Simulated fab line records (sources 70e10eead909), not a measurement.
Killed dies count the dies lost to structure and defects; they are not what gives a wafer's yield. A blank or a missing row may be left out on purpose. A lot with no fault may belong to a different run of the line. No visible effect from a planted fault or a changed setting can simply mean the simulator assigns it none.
Problem report in the 8D (eight disciplines) form, filled by code :: flow nand_harc :: the parts of the form that need people (team, actions taken, sign-off) are left out

## 1. THE PROBLEM
Wafers without a fault read 86.5 s, standard deviation 0.33; run_length_s at NHARC_A_BLC_ETCH_16 reads a mean of 71.6 s on 3 wafers belonging to 2 lots. Measured from the usual mean, that is -45 standard deviations.
The step: etches the open film in CF4, target depth 39 nm, time 65 s.
First seen on wafer L550.6, day 19 03:07, on rie_diel-02. Wafers with a number at this step in the record: 33, from 11 lots. By rule, "out" or "out of limits" means more than 4 standard deviations away from the usual mean. Any other wafer with a number is counted as sound.

## 2. WHAT IT IS; WHAT IT IS NOT
question: which readings at this step
is: run_length_s
is not: drypump_motor_current_A, mfc_ar_sccm, oes_product_au, rf_vpp_V, showerhead_plenum_p_Torr, throttle_valve_pct

question: which lots
is: L550, L553
is not: L542, L543, L544, L545, L546, L560, L561, L563, L565

question: which wafers of those lots
is: L550.6, L553.2, L553.6
is not: L550.1, L550.5, L553.4

question: read on which tools
is: rie_diel-02
is not: rie_diel-07, rie_diel-12

question: when
is: from day 19 03:07
is not: up to then (17 sound wafers); but 13 sound wafers of L553, L560, L561, L563, L565 came after

## 3. WHAT RULES OUT EACH SUSPECT
Counting: a tool at a process step up to the reading stays a suspect if it ran every lot that is out. Sound lots after the first of them don't rule it out here, since some wafers of a struck lot are sound.
- rie_diel-02 at NHARC_A_BLC_ETCH_16 (etches the open film in CF4, target depth 39 nm, time 65 s): kept. Ran every lot that is out, first one L550 (day 19 03:07); last sound lot up to then L544 (day 17 23:27). Out on those wafers are its own readings of run_length_s.
The count leaves rie_diel-02 at NHARC_A_BLC_ETCH_16.

## 4. THE CAUSE (what the simulator had put in)
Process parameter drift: rie_diel-02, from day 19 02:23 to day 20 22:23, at NHARC_A_BLC_ETCH_16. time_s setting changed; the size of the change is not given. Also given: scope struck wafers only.
After counting, this tool was the only one left.

## 5. SEQUENCE OF EFFECTS, ordered by route
Each row: a reading where the mean over the struck wafers with a number is more than 3 standard deviations away from the usual. Scope: only readings with a usual standard deviation given in the record; hours: median across lots of the time from each lot's start at the first step in this table that gives one to its start at this step; sigmas: change in usual standard deviations.
hours: 0
step: NHARC_A_BLC_ETCH_16
reading: run_length_s
usual: 86.5 s
on struck wafers: 71.6
change: -14.9
sigmas: -45
Its process steps:
- NHARC_A_BLC_ETCH_16: etches the open film in CF4, target depth 39 nm, time 65 s.
Readings that are blank on the struck wafers while sound wafers have them: rf_fwd_power_W at NHARC_A_BLC_ETCH_16.
Later steps that measure or inspect, where all struck wafers having a row at the step show a number for every such reading and not one has moved that far: NHARC_END_SORT_01.

## 6. HOW IT WOULD HAVE BEEN CAUGHT EARLIER
In this record the first reading out of limits was taken at day 19 03:07, 1 hour after the fault began at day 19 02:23.
